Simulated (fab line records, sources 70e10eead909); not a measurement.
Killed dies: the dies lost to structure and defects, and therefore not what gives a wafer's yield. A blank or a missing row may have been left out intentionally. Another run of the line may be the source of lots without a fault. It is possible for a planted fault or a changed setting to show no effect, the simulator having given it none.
Comparing a struck lot with a sound one    flow nand_harc    13 steps out of a route of 1302
Sound: these wafers, L604.2, L604.3, L604.5. Struck: wafer L611.2. (L611.5 of the same lot was not struck and is left out.) The cause comes at the end.
At each step with rows: each side's tool, then ch and its chambers, then its first start. Under that, the readings that differ: sound wafers    struck wafers    difference of the means    sigmas: that difference in standard deviations of wafers without a fault.
alike: same words and numbers on both sides, and readings whose means sit less than 2 such deviations apart. not compared: any withheld reading, any reading some wafer has no value for, any bound like >300 that may hide the same value, and any number with overlapping values for which the record gives no deviation.
The two part at a step that has a row with sigmas, a row that says differs or no value, or rows on one side only. When numbers do not overlap yet have no deviation, they are printed without sigmas and do not part them. A reading missing from all wafers of one side parts the sides only when that side holds two or more wafers.

NHARC_A_SLIT_ETCH_29: etches the open film in CF4/O2, target depth 100 nm, overetch 10 nm, time 55 s.
  sound on rie_diel-07 ch 0,2,3, day 21 08:04; struck on rie_diel-07 ch 2, day 24 23:25
reading               sound              struck  difference  sigmas
cf4_flow_sccm (sccm)  80.27 80.35 80.26  79.83   -0.46       -2
  alike: bias_w, drypump_motor_current_A, oes_ar_750_au, oes_product_au, rf_vpp_V, showerhead_plenum_p_Torr, throttle_valve_pct
  not compared: rf_hours_counter_h
NHARC_A_SLIT_STRIP_18: strips in O2.
  sound on rie_diel-07 ch 0,1; struck on rie_diel-10 ch 1, day 24 23:40
  alike: drypump_motor_current_A, oes_product_au, rf_vpp_V, showerhead_plenum_p_Torr, throttle_valve_pct
  not compared: rf_hours_counter_h
then, 2 steps without rows for these wafers: NHARC_A_SLIT_PRECLEAN_19 (cleans in SC1); NHARC_A_SLIT_SRD_20.
NHARC_A_SLIT_CD_MEAS_21:
  struck on cd_sem-03, day 25 00:07; sound on cd_sem-03, day 21 08:36
  alike: cd_nm
then, 3 steps without rows for these wafers: NHARC_A_SIN_REMOVE_WET_00 (chemistry H3PO4, time 15300 s); NHARC_A_SIN_REMOVE_PRECLEAN_01 (cleans in SC1); NHARC_A_SIN_REMOVE_SRD_02.
NHARC_A_SIN_REMOVE_INSPECT_04:
  struck on defect_inspect-01, day 25 06:35; sound on defect_inspect-01, day 21 15:14
  alike: raw_defect_count
NHARC_A_WL_FILL_ALD_00: deposits Al2O3, target thk 3 nm, pulse time 3 s, ald cycles 30.
  sound on ald_hk-03 ch 0,2, day 21 15:19; struck on ald_hk-02 ch 0, day 25 07:09
  alike: heater_power_outer_w, heater_power_w, precursor_pulse_height_rel
  not compared: ald_cycles
NHARC_A_WL_FILL_RTA_01: time 5 s.
  sound on rtp_anneal-01 ch 0, day 21 15:35; struck on rtp_anneal-01 ch 0, day 25 07:23
  alike: lamp_power_pct, wafer_temp_C_max
NHARC_A_WL_FILL_ALD_02: deposits TiN, target thk 2 nm, pulse time 3 s, ald cycles 100.
  sound on ald_metal-01 ch 0,2,3, day 21 15:48; struck on ald_metal-04 ch 1, day 25 07:35
reading     sound        struck  difference  sigmas
ald_cycles  100 100 100  103     +3          
  alike: heater_power_outer_w, heater_power_w, precursor_pulse_height_rel
-- jump in the record: it breaks off in module A_WL_FILL and resumes in module END (first step shown: number 1302 of the route), and 4 days separate the struck wafers' starts before and after --
NHARC_END_SORT_01:
  sound on prober-02 ch 0, day 25 13:31; struck on prober-02 ch 0, day 29 13:30
  alike: killed_at_array, killed_at_other, killed_at_periphery, killed_dies, killed_open, killed_short

## WHERE THEY PART
NHARC_A_SLIT_ETCH_29 only, going by this record. Later steps at which nothing parts them and some readings are alike: NHARC_A_SLIT_STRIP_18, NHARC_A_SLIT_CD_MEAS_21, NHARC_A_SIN_REMOVE_INSPECT_04, NHARC_A_WL_FILL_ALD_00, NHARC_A_WL_FILL_RTA_01, NHARC_A_WL_FILL_ALD_02, NHARC_END_SORT_01.

WHY: what the simulator had put in
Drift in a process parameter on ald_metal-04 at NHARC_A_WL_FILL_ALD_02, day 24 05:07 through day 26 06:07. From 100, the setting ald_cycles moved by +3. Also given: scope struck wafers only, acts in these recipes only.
